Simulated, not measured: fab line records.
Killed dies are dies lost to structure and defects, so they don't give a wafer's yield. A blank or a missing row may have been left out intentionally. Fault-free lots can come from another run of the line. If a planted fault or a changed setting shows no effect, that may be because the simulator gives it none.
Matching of chambers ; flow n5_finfet ; rie_diel-02 running N5_BEOL_M3_STRIP_66: 4 sister chambers
The step strips in CF4. 7 wafers are shown with their chamber, then 10 later ones without.

## WAFERS WITH THEIR CHAMBER
wafer;chamber;drypump_motor_current_A (A);throttle_valve_pct (%)
L080.5;3;5.4;13.69
L080.6;2;6.4;13.77
L084.3;0;5.4;12.96
L084.4;2;6.4;13.79
L084.5;0;5.3;12.96
L087.1;1;5.7;13.41
L087.4;3;5.4;13.73

## WAFERS WITH NO CHAMBER GIVEN
wafer;drypump_motor_current_A (A);throttle_valve_pct (%)
L087.5;5.4;12.97
L089.2;6.4;13.82
L089.4;5.4;13.73
L089.6;5.4;13.74
L092.3;5.4;12.98
L092.4;5.4;13.74
L092.5;5.7;13.39
L097.1;5.4;13.78
L097.2;6.4;13.84
L097.6;5.4;13.02

## WHICH CHAMBER EACH WENT THROUGH
wafer;from the rows above;in truth
L087.5;0;0
L089.2;2;2
L089.4;3;3
L089.6;3;3
L092.3;0;0
L092.4;3;3
L092.5;1;1
L097.1;3;3
L097.2;2;2
L097.6;0;0
Placed correctly: 10 of 10. Left unplaced by these rows: 0. Placed wrongly: 0.
How it was worked out, from the rows above alone: a wafer's distance from a chamber is the root of the sum, over the readings, of the square of ((its reading less the chamber's mean) divided by the reading's scatter). The wafer belongs to the nearest chamber; if the next one is less than 2 further off, it can't be placed. A chamber's mean is the mean of its shown wafers. How the scatter is found: for the shown wafers, subtract from each reading the mean of its chamber, square and add these, divide the total by (wafers less chambers), then take the root.
